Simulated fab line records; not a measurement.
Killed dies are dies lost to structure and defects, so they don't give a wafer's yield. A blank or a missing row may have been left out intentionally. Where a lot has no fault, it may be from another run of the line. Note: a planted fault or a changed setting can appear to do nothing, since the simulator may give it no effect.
fab line records	flow nand-harc
record lots=5	wafers=15	last-day=32
route steps=1302 shown A_STAIRCASE@864 A_SGD_CUT@890 END@1302
lots untouched by any fault: they come from a run of this same line in which no faults occurred
start-h: the number of hours between the record's first day and the start of the first shown wafer of the lot	wait-h: hours since the lot's step before	" same as the row above	L1.1+2: several wafers, shown together as one row	- no value, or no start was given	* or withheld: withheld	< > ~ a bound
route shown NAME@n: a module of which the file shows steps, and the number in the route of the first	usual: mean/standard deviation taken from wafers without a fault	same: alike in all rows	chamber/n: place in a boat	sites: per-site readings	_std_site: the values' standard deviation	_edge_site: inner sites' mean taken away from outer sites' mean	radius-mm: how far each site lies from the wafer's centre	mask NAME#n: copy n	behind: the tool/chamber that last shaped the wafer	hold: what put the lot on hold/how long, in hours/how the hold closed	device: whichever transistor did not switch (one of n, p or np)	end of line: tests of these same wafers at the route's end	a step without rows: its recipe alone	killed: at the first sort, the dies lost to defects and structure; wafer yield is something else	map: a wafer's dies, x killed, . not, _ none there
set.NAME: the setting as run; set.NAME@STEP: as run at that earlier step	model.NAME: the simulator's own value behind a step, which no gauge read
lots at some steps of the route; a table a step, a row a wafer
services: when a tool's chamber went out of use (start-h, in hours from the record's first day, below 0 if earlier), for how many hours, and the reason
## steps
# step NHARC_A_STAIRCASE_EXPOSE_438
# recipe na=0.5	dose-mj=28.97	mask-id=STAIR_REV
# step NHARC_A_STAIRCASE_PEB_439
# recipe peb-temp-c=115	peb-time-s=130
# step NHARC_A_STAIRCASE_DEVELOP_440
# recipe time-s=140
# step NHARC_A_STAIRCASE_HARDBAKE_442
# recipe temp-c=120	time-s=140
# step NHARC_A_STAIRCASE_DESCUM_443
# recipe time-s=3	o2-flow-sccm=200	ar-flow-sccm=0	bias-power-w=0	chemistry=O2
# usual drypump-motor-current-A=5.5/0.5	o2-flow-sccm=199.9/0.83	oes-product-au=1.002/0.0097	rf-vpp-V=57.7/0.96	showerhead-plenum-p-Torr=1.92/0.09	throttle-valve-pct=11.311/0.0093
lot.wafer	tool	chamber	start-h	wait-h	drypump-motor-current-A	o2-flow-sccm	oes-product-au	rf-hours-counter-h	rf-vpp-V	showerhead-plenum-p-Torr	throttle-valve-pct
L567.1	rie-diel-01	0	434.48	-	4.9	200.6	1.005	21	57.9	1.87	11.313
L567.3	"	1	"	"	5.8	199.3	0.991	24	56.2	1.77	11.316
L567.6	"	2	"	"	5.9	200.5	0.996	-	57.9	2.01	11.293
L568.1	rie-diel-07	0	464.58	-	4.8	199.7	0.984	2	56.0	1.97	11.298
L568.2	"	2	"	"	6.1	200.2	0.995	3	59.6	1.97	11.304
L568.6	"	0	"	"	4.8	199.1	0.999	-	57.7	1.97	11.313
L577.1	rie-diel-07	3	529.15	-	4.7	198.5	0.988	29	56.7	1.82	11.311
L577.5	"	2	"	"	6.1	200.1	0.983	-	59.2	1.96	11.324
L577.4	"	3	"	"	4.7	199.6	0.990	-	57.1	1.82	11.304
L581.1	rie-diel-08	2	549.50	-	6.1	198.6	1.000	9	58.1	1.80	11.320
L581.2	"	0	"	"	4.9	199.7	1.001	2	58.7	1.93	11.296
L581.5	"	2	"	"	6.1	199.7	1.006	-	57.5	1.80	11.304
L586.1	rie-diel-07	0	622.82	-	4.8	200.3	0.996	35	57.6	1.96	11.321
L586.3	"	1	"	"	5.7	199.6	1.020	55	58.5	2.04	11.303
L586.6	"	3	"	"	4.6	200.5	1.001	-	55.9	1.81	11.304
# step NHARC_A_STAIRCASE_ETCH_444
# recipe target-depth-a=2.04e+05	time-s=6800	c4f8-flow-sccm=20	o2-flow-sccm=10	ar-flow-sccm=withheld	rf-w=600	bias-w=1000	chemistry=C4F8/O2
# step NHARC_A_STAIRCASE_STRIP_446
# recipe power-w=1500	temp-c=250	chemistry=O2
# step NHARC_A_STAIRCASE_STRIP_447
# recipe time-s=900	temp-c=130	chemistry=SPM
# step NHARC_A_STAIRCASE_PRECLEAN_448
# recipe time-s=*	temp-c=50	bath-age-min=0	chemistry=SC1
# step NHARC_A_STAIRCASE_SRD_449
# step NHARC_A_STAIRCASE_CMP_450
# recipe target-thk-nm=200	material=SiO2
# usual motor-current-A=11.7/1.4
lot.wafer	tool	chamber	start-h	wait-h	motor-current-A
L567.3	cmp-04	0	439.78	-	11.6
L567.1	"	3	"	"	15.0
L567.6	"	0	"	"	11.7
L568.1	cmp-04	1	469.83	-	12.2
L568.2	"	3	"	"	15.1
L568.6	"	0	"	"	11.5
L577.4	cmp-02	3	535.47	-	10.3
L577.1	"	0	"	"	13.0
L577.5	"	2	"	"	11.9
L581.1	cmp-04	0	554.76	-	11.5
L581.2	"	1	"	"	12.5
L581.5	"	0	"	"	11.7
L586.3	cmp-02	3	628.12	-	10.9
L586.1	"	0	"	"	12.5
L586.6	"	2	"	"	11.0
# step NHARC_A_STAIRCASE_CMP_152
# usual motor-current-A=11.8/1.3
lot.wafer	tool	chamber	start-h	wait-h	motor-current-A
L567.3	cmp-04	0	439.85	0.1	11.5
L567.1	"	3	"	"	15.1
L567.6	"	0	"	"	11.7
L568.1	cmp-04	1	469.91	0.1	12.6
L568.2	"	3	"	"	14.6
L568.6	"	0	"	"	11.8
L577.4	cmp-02	3	535.55	0.1	11.1
L577.1	"	0	"	"	13.1
L577.5	"	2	"	"	11.9
L581.1	cmp-04	0	554.84	0.1	11.9
L581.2	"	1	"	"	11.4
L581.5	"	0	"	"	11.3
L586.3	cmp-02	3	628.19	0.1	10.8
L586.1	"	0	"	"	12.7
L586.6	"	2	"	"	11.6
# step NHARC_A_STAIRCASE_SRD_154
# step NHARC_A_STAIRCASE_ETCH_403
# recipe target-depth-a=1082	chemistry=dHF	material=SiO2
# step NHARC_A_STAIRCASE_ETCHBACK_422
# recipe target-depth-a=400	over-etch-frac=0.3	time-s=74.286	ion-energy-ev=120	ch3f-flow-sccm=50	o2-flow-sccm=30	ar-flow-sccm=200	rf-w=500	bias-w=100	chemistry=CH3F/O2
# usual ch3f-flow-sccm=50.00/0.14	drypump-motor-current-A=5.5/0.46	o2-flow-sccm=29.99/0.09	oes-product-au=0.95/0.035	rf-vpp-V=244.2/1.7	showerhead-plenum-p-Torr=2.44/0.11	throttle-valve-pct=20.664/0.0089
lot.wafer	tool	chamber	start-h	wait-h	ch3f-flow-sccm	drypump-motor-current-A	o2-flow-sccm	oes-product-au	rf-hours-counter-h	rf-vpp-V	showerhead-plenum-p-Torr	throttle-valve-pct
L567.1	rie-diel-08	3	440.32	0.1	49.94	5.8	30.03	0.95	33	242.0	2.36	20.656
L567.3	"	2	"	"	49.85	6.1	29.94	0.93	29	242.9	2.33	20.661
L567.6	"	0	"	"	49.92	5.0	29.90	0.93	-	243.5	2.50	20.657
L568.1	rie-diel-08	3	470.37	0.1	49.99	5.8	30.04	0.93	46	244.3	2.36	20.673
L568.2	"	0	"	"	50.04	5.0	29.89	0.93	43	245.2	2.49	20.675
L568.6	"	2	"	"	49.81	6.1	29.90	0.92	-	243.9	2.32	20.655
L577.1	rie-diel-08	1	536.01	0.2	50.04	5.6	30.08	0.99	3	242.6	2.37	20.670
L577.4	"	1	"	"	49.90	5.6	30.12	1.00	-	244.3	2.37	20.693
L577.5	"	3	"	"	50.13	5.8	30.11	1.01	-	242.8	2.35	20.667
L581.1	rie-diel-08	3	555.31	0.1	50.00	5.8	30.13	0.93	14	242.3	2.35	20.672
L581.2	"	1	"	"	50.11	5.6	30.04	0.93	13	242.7	2.37	20.660
L581.5	"	0	"	"	49.78	5.0	30.08	0.92	-	244.1	2.48	20.649
L586.3	rie-diel-01	0	628.68	0.2	50.03	4.9	30.10	0.93	29	245.0	2.39	20.668
L586.1	"	1	"	"	49.95	5.8	29.99	0.94	30	247.1	2.65	20.672
L586.6	"	3	"	"	50.17	5.5	29.96	0.94	-	244.8	2.51	20.661
# step NHARC_A_STAIRCASE_ETCH_423
# recipe target-depth-a=300	chemistry=dHF	material=SiO2
# step NHARC_A_STAIRCASE_ETCHBACK_157
# recipe target-depth-a=900	over-etch-frac=0.3	time-s=167.14	ion-energy-ev=120	ch3f-flow-sccm=50	o2-flow-sccm=30	ar-flow-sccm=200	rf-w=500	bias-w=100	chemistry=CH3F/O2
# step NHARC_A_STAIRCASE_STRIP_475
# recipe time-s=20	o2-flow-sccm=500	ar-flow-sccm=0	bias-w=0	chemistry=O2
# step NHARC_A_STAIRCASE_DEP_471
# recipe target-thk-a=1000	temp-c=400	pressure-torr=6.5	rf-w=900	teos-flow-sccm=161.4	flow-sccm=2650	target-thk-nm=100	gas=O2	material=SiO2
# usual heater-power-w=552/80	throttle-valve-pct=15.8/0.34
lot.wafer	tool	chamber	start-h	wait-h	heater-power-w	throttle-valve-pct
L567.1	pecvd-01	1	440.99	-	516	15.5
L567.3	"	2	"	"	537	16.2
L567.6	"	0	"	"	658	15.7
L568.1	pecvd-02	1	471.01	-	550	15.1
L568.2	"	2	"	"	584	16.0
L568.6	"	0	"	"	664	16.1
L577.1	pecvd-01	1	536.81	-	585	15.5
L577.5	"	0	"	"	555	15.8
L577.4	"	1	"	"	577	15.7
L581.1	pecvd-02	0	556.00	-	702	16.1
L581.2	"	1	"	"	480	15.6
L581.5	"	0	"	"	689	16.2
L586.3	pecvd-01	2	629.31	-	544	15.7
L586.1	"	1	"	"	543	15.9
L586.6	"	2	"	"	570	16.0
# step NHARC_A_STAIRCASE_CMP_472
# recipe material=SiO2
# step NHARC_A_STAIRCASE_SRD_474
# step NHARC_A_SGD_CUT_DEP_00
# recipe target-thk-a=500	temp-c=400	target-thk-nm=50	flow-sccm=200	rf-w=450	material=SiNx
# step NHARC_A_SGD_CUT_DEHYDRATE_01
# recipe temp-c=150	time-s=120
# step NHARC_A_SGD_CUT_HMDS_02
# recipe time-s=30
# step NHARC_A_SGD_CUT_COAT_56
# recipe temp-c=260	time-s=75
# step NHARC_A_SGD_CUT_COAT_57
# recipe temp-c=225	time-s=65
# step NHARC_A_SGD_CUT_COAT_03
# recipe spin-rpm=1500	resist-thk-nm=90
# step NHARC_A_SGD_CUT_SOFTBAKE_04
# recipe temp-c=105	time-s=55
# step NHARC_A_SGD_CUT_EBR_05
# step NHARC_A_SGD_CUT_EXPOSE_06
# recipe na=1.35	dose-mj=85.59	mask-id=SGD
# step NHARC_A_SGD_CUT_PEB_07
# recipe peb-temp-c=100	peb-time-s=65
# step NHARC_A_SGD_CUT_DEVELOP_08
# recipe develop-time-s=35	dev-temp-c=23
# step NHARC_A_SGD_CUT_CD_MEAS_09
# recipe target-cd-nm=100	landing-energy-ev=500
# usual cd-nm=100.1/0.61
lot.wafer	tool	chamber	start-h	wait-h	cd-nm
L567.1	cd-sem-02	0	442.36	-	100.3
L567.3	"	0	"	"	99.6
L567.6	"	0	"	"	100.1
L568.1	cd-sem-03	0	472.28	-	99.5
L568.2	"	0	"	"	100.1
L568.6	"	0	"	"	99.1
L577.1	cd-sem-03	0	538.09	-	99.0
L577.4	"	0	"	"	99.4
L577.5	"	0	"	"	100.6
L581.1	cd-sem-03	0	557.37	-	99.9
L581.2	"	0	"	"	100.7
L581.5	"	0	"	"	99.8
L586.1	cd-sem-02	0	630.72	-	99.8
L586.3	"	0	"	"	99.7
L586.6	"	0	"	"	100.3
# step NHARC_A_SGD_CUT_OVL_MEAS_10
# usual overlay-x-nm=-0.1/0.9	overlay-y-nm=0.2/0.73
lot.wafer	tool	chamber	start-h	wait-h	overlay-x-nm	overlay-y-nm
L567.1	overlay-01	-	442.45	-	0.9	0.3
L567.3	"	-	"	"	0.8	0.3
L567.6	"	-	"	"	1.0	-0.1
L568.1	overlay-02	-	472.37	-	-0.1	0.5
L568.2	"	-	"	"	0.2	0.5
L568.6	"	-	"	"	0.1	0.5
L577.1	overlay-02	-	538.18	-	-1.3	0.0
L577.4	"	-	"	"	-1.1	1.1
L577.5	"	-	"	"	-1.8	0.4
L581.1	overlay-01	-	557.46	-	-0.7	-0.2
L581.2	"	-	"	"	-0.8	-0.2
L581.5	"	-	"	"	-0.6	-0.2
L586.1	overlay-02	-	630.80	-	-0.4	-0.2
L586.3	"	-	"	"	-0.2	0.0
L586.6	"	-	"	"	-0.5	-0.1
# step NHARC_A_SGD_CUT_DESCUM_14
# recipe time-s=3	o2-flow-sccm=200	ar-flow-sccm=0	bias-power-w=0	chemistry=O2
# step NHARC_A_SGD_CUT_ETCH_58
# recipe target-depth-a=390	over-etch-frac=0.3	time-s=65	ion-energy-ev=80	cf4-flow-sccm=150	ar-flow-sccm=0	rf-w=300	bias-w=100	chemistry=CF4
# usual drypump-motor-current-A=5.8/0.5	oes-product-au=0.995/0.01	rf-vpp-V=151.5/1.1	showerhead-plenum-p-Torr=1.78/0.064	throttle-valve-pct=13.283/0.0086
lot.wafer	tool	chamber	start-h	wait-h	drypump-motor-current-A	oes-product-au	rf-hours-counter-h	rf-vpp-V	showerhead-plenum-p-Torr	throttle-valve-pct
L567.3	rie-diel-04	2	442.63	0.1	5.7	1.000	4	149.8	1.69	13.298
L567.1	"	3	"	"	4.8	0.997	4	150.0	1.70	13.283
L567.6	"	2	"	"	5.7	0.998	-	150.4	1.69	13.275
L568.2	rie-diel-12	3	472.57	0.1	5.9	0.991	2	153.1	1.85	13.305
L568.1	"	0	"	"	5.6	0.986	2	150.2	1.74	13.284
L568.6	"	2	"	"	5.8	0.993	-	153.3	1.86	13.281
L577.4	rie-diel-09	1	538.36	0.1	6.2	0.987	5	152.7	1.84	13.288
L577.1	"	0	"	"	6.1	0.993	5	151.4	1.80	13.283
L577.5	"	1	"	"	6.2	0.987	-	151.3	1.84	13.280
L581.1	rie-diel-09	0	557.65	0.1	6.1	1.005	7	152.6	1.79	13.274
L581.2	"	2	"	"	5.8	0.983	7	153.3	1.87	13.269
L581.5	"	0	"	"	6.0	0.996	-	151.0	1.79	13.272
L586.1	rie-diel-09	3	631.00	0.1	6.8	0.998	13	150.3	1.75	13.277
L586.3	"	0	"	"	6.0	0.988	14	151.3	1.79	13.278
L586.6	"	0	"	"	6.0	0.985	-	151.7	1.79	13.282
# step NHARC_END_SORT_01
# recipe temp-c=25
# usual killed-at-array=62/18	killed-at-other=0.9/1.2	killed-at-periphery=4.2/2.9	killed-dies=67/17	killed-open=3.6/1.9	killed-short=2.5/1.6
# same gross-dies=677
lot.wafer	tool	chamber	start-h	wait-h	killed-at-array	killed-at-other	killed-at-periphery	killed-dies	killed-open	killed-short
L567.1	prober-02	0	601.53	2.5	66	6	6	78	5	2
L567.3	prober-02	0	603.13	3.1	51	1	6	58	1	4
L567.6	prober-02	0	605.52	4.0	66	1	3	70	7	2
L577.1	prober-02	0	666.93	2.5	301	0	4	305	3	2
L581.1	prober-01	0	682.44	2.4	34	0	2	36	0	3
L581.2	prober-01	0	683.24	2.8	26	0	4	30	2	1
L581.5	prober-01	0	685.64	3.7	23	0	1	24	2	3
# killed by level:class
L567.1 A_SLIT:chamber-film-flake=29 A_CHANNEL_HOLE_D2:chamber-film-flake=27 P_GATE:chamber-film-flake=5 THIN_TSV:chamber-film-flake=4 A_STAIRCASE:chamber-film-flake=3 P_CONTACT:geometric-particle:open=1 A_ONON_D1:geometric-particle:short=1 A_ONON_D1:geometric-particle:open=1
L567.3 A_CHANNEL_HOLE_D2:chamber-film-flake=21 A_SLIT:chamber-film-flake=19 P_GATE:chamber-film-flake=5 A_WL_FILL:geometric-particle:short=2 A_CHANNEL_HOLE_D1:chamber-film-flake=2 A_STAIRCASE:chamber-film-flake=2 A_CONTACT:chamber-film-flake=2 P_M0:geometric-particle:short=1
L567.6 A_SLIT:chamber-film-flake=28 A_CHANNEL_HOLE_D2:chamber-film-flake=19 A_CHANNEL_HOLE_D1:chamber-film-flake=4 A_M0:geometric-particle:open=3 A_WL_FILL:geometric-particle:short=2 P_GATE:chamber-film-flake=2 A_DECK1_JOINT:chamber-film-flake=2 A_CONTACT:chamber-film-flake=2
L577.1 A_STAIRCASE:unspecified=265 A_CHANNEL_HOLE_D2:chamber-film-flake=17 P_BONDPAD:chamber-film-flake=4 A_CHANNEL_HOLE_D1:chamber-film-flake=3 A_CONTACT:chamber-film-flake=3 A_M0:geometric-particle:open=2 A_SLIT:chamber-film-flake=2 A_BLC:chamber-film-flake=2
L581.1 A_CHANNEL_HOLE_D1:chamber-film-flake=15 A_CONTACT:chamber-film-flake=6 A_SLIT:chamber-film-flake=4 A_STAIRCASE:chamber-film-flake=3 A_ONON_D1:geometric-particle:short=1 A_ONON_D2:geometric-particle:short=1 A_CHANNEL_FILL_D2:geometric-particle:short=1 P_GATE:chamber-film-flake=1
L581.2 A_CHANNEL_HOLE_D1:chamber-film-flake=10 A_SLIT:chamber-film-flake=4 A_WL_FILL:chamber-film-flake=3 P_ZERO_WELL:chamber-film-flake=2 A_CHANNEL_FILL_D1:chamber-film-flake=2 A_STAIRCASE:chamber-film-flake=2 P_M0:geometric-particle:open=1 A_ONON_D1:geometric-particle:short=1
L581.5 A_CHANNEL_HOLE_D1:chamber-film-flake=8 A_SLIT:chamber-film-flake=5 A_WL_FILL:chamber-film-flake=4 A_ONON_D1:geometric-particle:open=2 A_ONON_D2:geometric-particle:short=1 A_CHANNEL_HOLE_D2:geometric-particle:short=1 A_M0:geometric-particle:short=1 P_ZERO_WELL:chamber-film-flake=1
# map L577.1 (x killed, . not)
____________.____________
_________x..x.xx_________
_______.x..x....xx_______
______x.x..xxxx....______
_____......x....x.xx_____
____x.xx.x..xxx.x..x.____
____x...xx...xxxx.x.x____
___x.xx.x..x.x.xxx.x.x___
___.x.....x....xx.xx..___
__.x..x..x...x.x....xx.__
__..xx.xx....x...x.xx.x__
_.x..x.xxx.....xx.xx.xxx_
_.x....xxx.x..x...x.xxxx_
_x...x....x....xx.x..x.._
_..x.x...x..x.....xxxxx._
_.x.xx.....x.xxx...x.xxx_
xxx.........xx....xxxxxxx
xx.......xxxxx..x...xxxxx
.......xx...x.xxxxx.xx..x
.x..x....xx.xxx.xx....xxx
x..xx....xx.....xx.x.xx.x
_xxx.x.x.xx.xx.....xxx.x_
_xx.x.x..x....x..x.xx..x_
_..x.x..x...x..xxx....x._
_xxx.x.x.x.xx...x.x...x._
_xxx..xx.xxx.x.x..x....x_
__x.xx.xx...x..x.xxx.x.__
__x....x.xx.x....x.xx.x__
___.xx...xx.x...x....x___
___xxx..x...x..xxx.x..___
____..x....x.x..xx..x____
____.xxxx..x...x.x...____
_____.x..x..x..xx..x_____
______x...xxxxxxxx.______
_______x.x.xx.x..x_______
_________..xx..._________
____________x____________
# map L586.3 (x killed, . not)
____________.____________
_________....x.._________
_______..........._______
______.............______
_____..............._____
____.................____
____.................____
___...................___
___...................___
__.....................__
__............x........__
_.......x..............._
_......................._
_.................x....._
_x...............x...x.._
_..............x........_
....................x.x..
....................xx...
.....x.............xxx.x.
xxx................xx.x..
xx..................xxxx.
_..x..............xxxxx._
_.xxx............xxxxxxx_
_.x..x...x........xx.xx._
_...................xx.x_
_...................xx.._
__.................x...__
__.....x...xx..........__
___...................___
___x..................___
____...x.............____
____....xx...........____
_____...x..........._____
______...x.........______
_______..........._______
_________......._________
____________.____________
## services
tool	chamber	start-h	hours	kind
rie-diel-07	2	441.62	3.3	repair
rie-diel-07	-	447.46	9.0	pm
cmp-04	-	459.02	1.0	repair
pecvd-01	-	468.26	13.0	pm
rie-diel-09	-	473.18	9.0	pm
cmp-02	-	478.25	0.3	repair
cmp-04	-	480.75	4.0	pm
cmp-02	-	482.53	2.2	repair
cmp-02	-	488.43	1.5	repair
cmp-02	-	502.58	4.0	pm
rie-diel-07	0	505.31	35.7	repair
pecvd-01	1	513.91	4.2	repair
rie-diel-08	-	521.13	9.0	pm
rie-diel-09	2	521.95	9.6	repair
cmp-04	-	527.42	3.5	repair
rie-diel-08	0	531.37	11.6	repair
rie-diel-08	2	535.16	2.0	repair
pecvd-01	1	539.24	6.0	repair
cmp-04	-	569.06	1.5	repair
cmp-04	-	578.75	4.0	pm
rie-diel-07	2	584.69	5.3	repair
rie-diel-07	0	597.19	8.2	repair
cmp-02	-	600.58	4.0	pm
rie-diel-07	-	604.30	0.7	repair
## key
first-sign step=NHARC_END_SORT_01	reading=killed-dies	direction=up	sigmas=14	usual=67	struck=305
effect step=NHARC_END_SORT_01	reading=killed-at-array	direction=up	sigmas=13	usual=62	struck=301
more-kills-born-at NHARC_A_STAIRCASE_CMP_450@cmp-02=265
met-at NHARC_A_STAIRCASE_CMP_450
struck-wafers L577.1
tester-left-out L577
fault kind=chamber-particle-source	tool=cmp-02	chamber=0	onset-h=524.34	steps=NHARC_A_STAIRCASE_CMP_450	rate-per-visit-cm2=0.56396	end-h=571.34
# tester-left-out: of these lots the tester's yield and bins aren't shown, on N5 and GAA mostly nor the transistor test; their killed dies are dies lost to structure and defects alone, not to doping, threshold or leakage, so they don't give the yield
